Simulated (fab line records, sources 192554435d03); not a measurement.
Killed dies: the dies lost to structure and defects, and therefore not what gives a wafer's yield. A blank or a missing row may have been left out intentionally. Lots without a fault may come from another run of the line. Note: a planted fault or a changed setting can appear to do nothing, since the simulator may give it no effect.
Matching of chambers -- flow n5 finfet -- N5_SDB_HM_DEP_00 on pecvd-01: 3 sister chambers
The step deposits SiNx from SiH4/NH3/N2, target thk 40 nm, time 35.3 s. 6 wafers are shown with their chamber, then 8 later ones without.

== EACH WAFER AND ITS CHAMBER ==
wafer,chamber,throttle valve pct (%),showerhead plenum p Torr (Torr)
L079.6,1,40.8,5.13
L081.5,0,37.2,5.07
L084.2,1,40.5,5.13
L084.3,2,39.4,5.12
L084.4,2,39.4,5.13
L088.2,0,37.5,5.06

== WAFERS WHOSE CHAMBER IS MISSING ==
wafer,throttle valve pct (%),showerhead plenum p Torr (Torr)
L088.3,39.5,5.13
L088.5,39.6,5.11
L089.3,37.3,5.07
L089.4,40.5,5.13
L089.5,37.6,5.07
L090.2,39.5,5.13
L090.3,37.3,5.07
L090.4,37.6,5.06

== CHAMBER TAKEN BY EACH ==
wafer,from the rows above,in truth
L088.3,2,2
L088.5,2,2
L089.3,0,0
L089.4,1,1
L089.5,0,0
L090.2,2,2
L090.3,0,0
L090.4,0,0
Placed correctly: 8 of 8. Can't be placed from these rows: 0. Number placed wrongly: 0.
How it was worked out, from the rows above alone: a wafer's distance from a chamber is the root of the sum, over the readings, of the square of ((its reading less the chamber's mean) divided by the reading's scatter). The wafer belongs to the nearest chamber; if the next one is less than 2 further off, it can't be placed. The mean given for a chamber averages the wafers shown for that chamber. The scatter: the root of (the sum of the squares of (reading less its chamber's mean) over the shown wafers, divided by (wafers less chambers)).
